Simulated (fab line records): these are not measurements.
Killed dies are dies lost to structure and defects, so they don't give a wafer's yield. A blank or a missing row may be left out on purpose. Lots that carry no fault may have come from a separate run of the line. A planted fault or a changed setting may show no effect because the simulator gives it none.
fab line records    flow n5_finfet
record: lots: 6  wafers: 16  last_day: 18
route steps=1938 shown BEOL_M12@1625 PASSIVATION@1936
lots untouched by any fault: they come from a run of this same line in which no faults occurred
start_h: start of the lot's first displayed wafer, in hours after the record's first day    wait_h: hours from the lot's prior step to this one    " unchanged from the row above    L1.1+2: several wafers, shown together as one row    - no value, or no start was given    * or withheld: withheld    < > ~ a bound
route shown NAME@n: a module of which the file shows steps, and the number in the route of the first    usual: mean/standard deviation taken from wafers without a fault    same: alike in all rows    chamber/n: place in a boat    sites: each site's reading    _std_site: the values' standard deviation    _edge_site: the outer-site mean with the inner-site mean subtracted    radius_mm: for every site, how far away it sits from the centre of the wafer    mask NAME#n: copy n    behind: the tool/chamber that last shaped the wafer    hold: cause of the lot's hold/its duration in hours/its outcome    device: transistor that didn't switch, given as n, p or np    end of line: tests run on the same wafers once the route is complete    for a step that has no rows: nothing shown but its recipe    killed: not the wafer's yield, but the dies lost to structure and defects at the first sort    map: a wafer's dies, x killed, . not, _ none there
set.NAME: the setting that was run; set.NAME@STEP: the one run at that earlier step    model.NAME: the simulator's own value behind a step, which no gauge read
certain route steps with their lots: each step a table, each wafer a row
services: a tool's chamber out of use, with start hour (start_h, from the record's first day; less than 0 if before it), hours out, and reason
== steps ==
step: N5_BEOL_M12_COAT_22
recipe: spin_rpm: 2888  resist_thk_nm: 300
step: N5_BEOL_M12_EBR_24
recipe: solvent: PGMEA  ebr_width_mm: 1.5
step: N5_BEOL_M12_SOFTBAKE_23
recipe: temp_c: 130  time_s: 60
step: N5_BEOL_M12_EXPOSE_25
recipe: mask_id: M12  na: 0.93  source_shape: conventional  sigma_outer: 0.4  polarization: unpolarized  dose_mj: 21.8
step: N5_BEOL_M12_PEB_26
recipe: peb_temp_c: 130  peb_time_s: 90
step: N5_BEOL_M12_DEVELOP_27
recipe: develop_time_s: 45  rinse_liquid: diw  dry: air_spin  dev_temp_c: 21
step: N5_BEOL_M12_HARDBAKE_32
recipe: temp_c: 130  time_s: 120
step: N5_BEOL_M12_CD_MEAS_28
recipe: target_cd_nm: 160.2  landing_energy_ev: 500  detector: se_inlens  polarity: opening
usual: cd_nm: 159.6/1.5
lot.wafer  tool       chamber  start_h  wait_h  cd_nm
L465.2     cd_sem-01  0        238.87   -       160.9
L465.3     "          0        "        "       159.8
L465.6     "          0        "        "       160.1
L476.3     cd_sem-03  0        325.34   -       161.7
L476.6     "          0        "        "       160.7
L475.1     cd_sem-02  0        328.44   -       159.6
L475.3     "          0        "        "       157.5
L480.1     cd_sem-02  0        350.20   -       157.4
L480.3     "          0        "        "       157.1
L480.6     "          0        "        "       156.7
L483.2     cd_sem-03  0        367.13   -       161.6
L483.3     "          0        "        "       160.8
L483.5     "          0        "        "       162.0
L479.1     cd_sem-02  0        389.60   -       157.9
L479.2     "          0        "        "       158.7
L479.6     "          0        "        "       157.8
step: N5_BEOL_M12_OVL_MEAS_29
recipe: points_per_wafer: 44
usual: M12_OVL: -4/5.6
lot.wafer  tool        chamber  start_h  wait_h  M12_OVL[nm]
L465.2     overlay-01  0        238.90   0.0     -6
L465.3     "           0        "        "       -2
L465.6     "           0        "        "       -8
L476.3     overlay-01  0        325.36   0.0     -1
L476.6     "           0        "        "       -4
L475.1     overlay-01  0        328.47   0.0     0
L475.3     "           0        "        "       3
L480.1     overlay-01  0        350.23   0.0     -11
L480.3     "           0        "        "       -4
L480.6     "           0        "        "       -18
L483.2     overlay-01  0        367.16   0.0     -5
L483.3     "           0        "        "       -7
L483.5     "           0        "        "       1
L479.1     overlay-02  0        389.63   0.0     -5
L479.2     "           0        "        "       -1
L479.6     "           0        "        "       3
step: N5_BEOL_M12_INSPECT_30
recipe: mode: adi  inspect_instrument: macro
usual: raw_defect_count: 2.3/1.4
lot.wafer  tool               chamber  start_h  wait_h  raw_defect_count
L465.2     defect_inspect-01  -        238.92   0.0     2
L465.3     "                  -        "        "       0
L465.6     "                  -        "        "       1
L476.3     defect_inspect-01  -        325.39   0.0     1
L476.6     "                  -        "        "       1
L475.1     defect_inspect-02  -        328.49   0.0     3
L475.3     "                  -        "        "       1
L480.1     defect_inspect-01  -        350.25   0.0     0
L480.3     "                  -        "        "       3
L480.6     "                  -        "        "       1
L483.2     defect_inspect-01  -        367.18   0.0     2
L483.3     "                  -        "        "       3
L483.5     "                  -        "        "       4
L479.1     defect_inspect-01  -        389.65   0.0     2
L479.2     "                  -        "        "       1
L479.6     "                  -        "        "       3
step: N5_BEOL_M12_DESCUM_33
recipe: chemistry: O2  time_s: 7.9  source_power_w: 50  bias_power_w: 20  pressure_mtorr: 20  rf_frequency_hz: 2.712e+07  temp_c: 40  o2_flow_sccm: 225
usual: drypump_motor_current_A: 5.8/0.43  oes_product_au: 0.79/0.097  rf_fwd_power_W: 49.31/0.2  rf_vpp_V: 243.1/1  showerhead_plenum_p_Torr: 2.08/0.052  throttle_valve_pct: 20.46/0.26
lot.wafer  tool         chamber  start_h  wait_h  drypump_motor_current_A  oes_product_au  rf_fwd_power_W  rf_hours_counter_h  rf_vpp_V  showerhead_plenum_p_Torr  throttle_valve_pct
L465.2     rie_diel-01  2        238.95   0.0     5.6                      0.75            49.50           132                 244.3     2.02                      20.63
L465.3     "            0        "        "       5.9                      0.72            49.35           194                 241.0     1.98                      20.21
L465.6     "            3        "        "       6.7                      0.69            49.34           -                   244.7     2.15                      20.78
L476.3     rie_diel-04  3        325.43   0.0     5.6                      0.90            49.36           41                  243.9     2.14                      20.63
L476.6     "            0        "        "       5.3                      0.98            49.28           -                   243.5     2.05                      19.96
L475.1     rie_diel-04  1        328.71   0.2     5.5                      0.77            49.13           148                 242.6     2.08                      20.63
L475.3     "            3        "        "       5.6                      0.89            49.24           43                  244.0     2.14                      20.63
L480.1     rie_diel-02  0        350.42   0.2     6.2                      0.80            49.52           88                  242.6     2.12                      20.46
L480.3     "            1        "        "       5.8                      0.72            49.31           215                 244.0     2.07                      20.68
L480.6     "            2        "        "       6.6                      0.71            49.34           -                   243.2     2.16                      20.92
L483.2     rie_diel-02  3        367.24   0.1     5.2                      1.00            49.39           1                   242.9     2.07                      20.11
L483.3     "            2        "        "       6.7                      0.70            48.94           242                 244.8     2.16                      20.95
L483.5     "            3        "        "       5.2                      1.00            49.47           -                   242.3     2.07                      20.12
L479.1     rie_diel-04  1        389.69   0.0     5.5                      0.74            48.91           168                 243.1     2.07                      20.65
L479.2     "            3        "        "       5.6                      0.85            49.38           64                  243.6     2.13                      20.65
L479.6     "            3        "        "       5.6                      0.86            49.33           -                   243.7     2.13                      20.66
step: N5_BEOL_M12_ETCH_67
recipe: chemistry: CF4  target: SiARC  target_depth_a: 1430  time_s: 238.3  ion_energy_ev: 80  pressure_mtorr: 40  source_w: 545  bias_w: 36  Ar_flow_sccm: 100  cf4_flow_sccm: 100  ends: cleared
usual: drypump_motor_current_A: 5.8/0.44  etch_rf_on_time_s: 239/5.7  oes_product_au: 0.68/0.084  rf_fwd_power_W: 542.9/1.8  rf_vpp_V: 183.9/1  showerhead_plenum_p_Torr: 2.14/0.051  throttle_valve_pct: 15.65/0.22
lot.wafer  tool         chamber  start_h  wait_h  drypump_motor_current_A  etch_rf_on_time_s  oes_product_au  rf_fwd_power_W  rf_hours_counter_h  rf_vpp_V  showerhead_plenum_p_Torr  throttle_valve_pct
L465.2     rie_diel-01  2        238.99   0.0     5.6                      246                0.64            541.3           132                 183.9     2.05                      15.66
L465.3     "            0        "        "       5.9                      246                0.60            541.7           194                 182.8     2.04                      15.51
L465.6     "            3        "        "       6.6                      242                0.59            542.1           -                   184.1     2.19                      16.03
L476.3     rie_diel-04  3        325.47   0.0     5.6                      235                0.77            542.7           41                  182.9     2.19                      15.74
L476.6     "            0        "        "       5.3                      230                0.85            545.8           -                   183.3     2.11                      15.18
L475.1     rie_diel-04  1        328.74   0.0     5.5                      233                0.65            539.9           148                 184.8     2.14                      15.80
L475.3     "            3        "        "       5.6                      233                0.77            539.7           43                  183.1     2.19                      15.76
L480.1     rie_diel-02  0        350.46   0.0     6.2                      243                0.69            546.6           88                  183.9     2.17                      15.64
L480.3     "            1        "        "       5.8                      237                0.62            543.0           215                 183.4     2.12                      15.87
L480.6     "            2        "        "       6.6                      239                0.60            542.4           -                   185.1     2.21                      16.14
L483.2     rie_diel-02  3        367.27   0.0     5.2                      239                0.85            542.3           1                   183.6     2.13                      15.26
L483.3     "            2        "        "       6.6                      244                0.59            544.9           242                 185.7     2.21                      16.15
L483.5     "            3        "        "       5.2                      241                0.85            544.5           -                   184.4     2.13                      15.26
L479.1     rie_diel-04  1        389.72   0.0     5.6                      232                0.64            540.3           168                 183.6     2.13                      15.87
L479.2     "            3        "        "       5.6                      233                0.75            541.8           64                  183.0     2.18                      15.79
L479.6     "            3        "        "       5.6                      235                0.74            543.1           -                   184.0     2.18                      15.80
step: N5_BEOL_M12_ETCH_68
recipe: chemistry: N2/H2  target: SOC  mask_material: SiARC  source_w: 3000  bias_w: 350  temp_c: 40  time_s: 285  ion_energy_ev: 200  pressure_mtorr: 30  n2_flow_sccm: 200  h2_flow_sccm: 200
usual: drypump_motor_current_A: 5.8/0.43  oes_product_au: 0.79/0.096  rf_fwd_power_W: 2992/9.3  rf_vpp_V: 523.8/1.7  showerhead_plenum_p_Torr: 2.53/0.052  throttle_valve_pct: 17.77/0.24
lot.wafer  tool         chamber  start_h  wait_h  drypump_motor_current_A  oes_product_au  rf_fwd_power_W  rf_hours_counter_h  rf_vpp_V  showerhead_plenum_p_Torr  throttle_valve_pct  model.SiARC_of_BEOL_M12_COAT_66.thk_nm
L465.2     rie_diel-01  2        239.13   0.1     5.6                      0.75            2991            132                 522.8     2.45                      18.01               85.8
L465.3     "            0        "        "       5.9                      0.72            2987            194                 518.3     2.42                      17.81               85.8
L465.6     "            3        "        "       6.7                      0.69            3007            -                   525.2     2.59                      17.95               85.6
L476.3     rie_diel-04  3        325.62   0.1     5.6                      1.07            3000            41                  526.2     2.57                      17.64               78.4
L476.6     "            0        "        "       5.3                      0.98            3007            -                   523.3     2.51                      17.37               85.6
L475.1     rie_diel-04  1        328.89   0.1     5.5                      0.76            2981            148                 524.0     2.55                      18.04               85.6
L475.3     "            3        "        "       5.6                      1.07            2996            43                  525.4     2.57                      17.63               77.8
L480.1     rie_diel-02  0        350.60   0.1     6.2                      0.81            2989            88                  524.3     2.57                      17.68               85.8
L480.3     "            1        "        "       5.9                      0.71            2992            215                 524.1     2.50                      17.82               86.2
L480.6     "            2        "        "       6.7                      0.70            3003            -                   525.7     2.61                      18.21               86
L483.2     rie_diel-02  3        367.42   0.1     5.2                      1.00            2999            1                   522.5     2.49                      17.27               85.6
L483.3     "            2        "        "       6.6                      0.69            2988            242                 524.4     2.61                      18.24               86.2
L483.5     "            3        "        "       5.2                      1.00            2992            -                   523.2     2.49                      17.26               86
L479.1     rie_diel-04  1        389.87   0.1     5.6                      0.74            2996            169                 523.4     2.54                      18.06               85.6
L479.2     "            3        "        "       5.6                      0.86            2991            64                  523.6     2.56                      17.67               85.8
L479.6     "            3        "        "       5.6                      0.86            2992            -                   523.8     2.56                      17.69               85.6
step: N5_BEOL_M12_STRIP_69
recipe: chemistry: N2/H2  temp_c: 40  n2_flow_sccm: 200  h2_flow_sccm: 200  rf_frequency_hz: 6e+07
step: N5_PASSIVATION_PROBE_49
usual: defect_limited_yield: 91.0/1.5  killed_at_M0_to_M3: 35/11  killed_at_M4_up: 13/6  killed_at_contacts: 14/6.5  killed_at_front_end: 40/12  killed_at_other: 4/3.4  killed_dies: 106/18  killed_open: 68/14  killed_short: 35/7.7  sort_bin_5_function: 5.2/0.98  sort_bin_6_memory: 3.4/0.72  sort_n_pass: 1074/18  sort_yield_pct: 91.0/1.5
same: gross_dies: 1180  killed_at_back_side: 0  sort_bin_4_leakage[%]: 0  sort_bin_8_speed[%]: 0
lot.wafer  tool       chamber  start_h  wait_h  defect_limited_yield[%]  killed_at_M0_to_M3  killed_at_M4_up  killed_at_contacts  killed_at_front_end  killed_at_other  killed_dies  killed_open  killed_short  sort_bin_5_function[%]  sort_bin_6_memory[%]  sort_n_pass  sort_yield_pct[%]
L465.2     prober-02  -        286.84   0.1     91.1                     40                  13               19                  27                   6                105          69           34            5.3                     3.4                   1075         91.1
L465.3     prober-02  -        286.89   0.1     90.3                     49                  11               9                   44                   1                114          74           35            6.5                     2.5                   1066         90.3
L465.6     prober-02  -        287.04   0.3     92.2                     39                  11               12                  25                   5                92           62           26            5.1                     2.3                   1088         92.2
L479.1     prober-02  -        425.38   0.0     89.1                     33                  28               28                  40                   0                129          101          28            6.2                     4.7                   1051         89.1
L479.2     prober-02  -        425.43   0.1     89.7                     57                  15               9                   41                   0                122          76           45            6.2                     3.7                   1058         89.7
L479.6     prober-02  -        425.63   0.3     90.3                     35                  25               6                   49                   0                115          77           37            5.8                     3.6                   1065         90.3
killed by level:class
L465.2 MOL_CONTACT_COAG:geometric_particle:open=17 BEOL_M0_SAQP:geometric_particle:short=15 BEOL_M0_SAQP:geometric_particle:open=15 FIN_SAQP:geometric_particle:open=7 STI_FIN_REVEAL:geometric_particle:open=6 BEOL_M4:geometric_particle:open=5 DUMMY_GATE:geometric_particle:open=4 BEOL_M2:geometric_particle:open=3
L465.3 BEOL_M0_SAQP:geometric_particle:short=18 BEOL_M0_SAQP:geometric_particle:open=17 FIN_SAQP:geometric_particle:open=14 STI_FIN_REVEAL:geometric_particle:open=9 MOL_CONTACT_COAG:geometric_particle:open=8 FIN_SAQP:geometric_particle:short=7 BEOL_M2:geometric_particle:open=4 BEOL_M3:geometric_particle:open=4
L465.6 MOL_CONTACT_COAG:geometric_particle:open=11 BEOL_M0_SAQP:geometric_particle:short=9 BEOL_M0_SAQP:geometric_particle:open=9 BEOL_M3:geometric_particle:open=7 FIN_SAQP:geometric_particle:short=5 BEOL_M4:geometric_particle:open=5 STI_FIN_REVEAL:geometric_particle:open=4 BEOL_M1:geometric_particle:open=4
L479.1 MOL_CONTACT_COAG:geometric_particle:open=24 BEOL_M4:geometric_particle:open=22 FIN_SAQP:geometric_particle:short=12 BEOL_M3:geometric_particle:open=9 BEOL_M2:geometric_particle:open=8 STI_FIN_REVEAL:geometric_particle:open=7 DUMMY_GATE:geometric_particle:open=5 FIN_SAQP:geometric_particle:open=4
L479.2 BEOL_M0_SAQP:geometric_particle:open=15 BEOL_M0_SAQP:geometric_particle:short=14 BEOL_M3:geometric_particle:open=13 FIN_SAQP:geometric_particle:open=10 FIN_SAQP:geometric_particle:short=10 BEOL_M4:geometric_particle:open=9 MOL_CONTACT_COAG:geometric_particle:open=6 BEOL_M3:geometric_particle:short=5
L479.6 FIN_SAQP:geometric_particle:open=13 FIN_SAQP:geometric_particle:short=12 BEOL_M4:geometric_particle:open=12 BEOL_M3:geometric_particle:open=9 STI_FIN_REVEAL:geometric_particle:open=8 BEOL_M1:geometric_particle:open=7 MOL_CONTACT_COAG:geometric_particle:open=6 BEOL_M4:geometric_particle:short=6
== services ==
tool         chamber  start_h  hours  kind
rie_diel-01  3        242.29   6.0    repair
rie_diel-01  1        269.22   5.2    repair
rie_diel-01  -        280.26   14.6   pm
rie_diel-04  0        305.44   -      clean
rie_diel-04  0        305.44   -      consumable_replace:focus_ring
rie_diel-04  0        305.44   17.7   scheduled_down
rie_diel-04  0        305.44   17.7   vent_cycle
rie_diel-01  1        315.35   8.1    repair
rie_diel-02  1        318.16   4.5    repair
rie_diel-02  3        322.29   6.9    repair
rie_diel-02  3        343.56   -      clean
rie_diel-02  3        343.56   -      consumable_replace:focus_ring
rie_diel-02  3        343.56   21.9   scheduled_down
rie_diel-02  3        343.56   21.9   vent_cycle
rie_diel-02  1        372.11   5.3    repair
rie_diel-01  2        372.55   2.4    repair
rie_diel-02  -        382.23   3.2    repair
== key ==
first_sign none at tools or gauges
model_effect: step: N5_BEOL_M12_ETCH_68  value: SiARC_of_BEOL_M12_COAT_66.thk_nm  without: 86  struck: 78.1
met_at N5_BEOL_M12_ETCH_68
struck_wafers L475.3,L476.3
fault: kind: process_parameter_drift  tool: rie_diel-04  chamber: -  onset_h: 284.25  steps: N5_BEOL_M12_ETCH_68  channel: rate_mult  offset: 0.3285  shape: step  end_h: 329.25  scope: struck_wafers_only
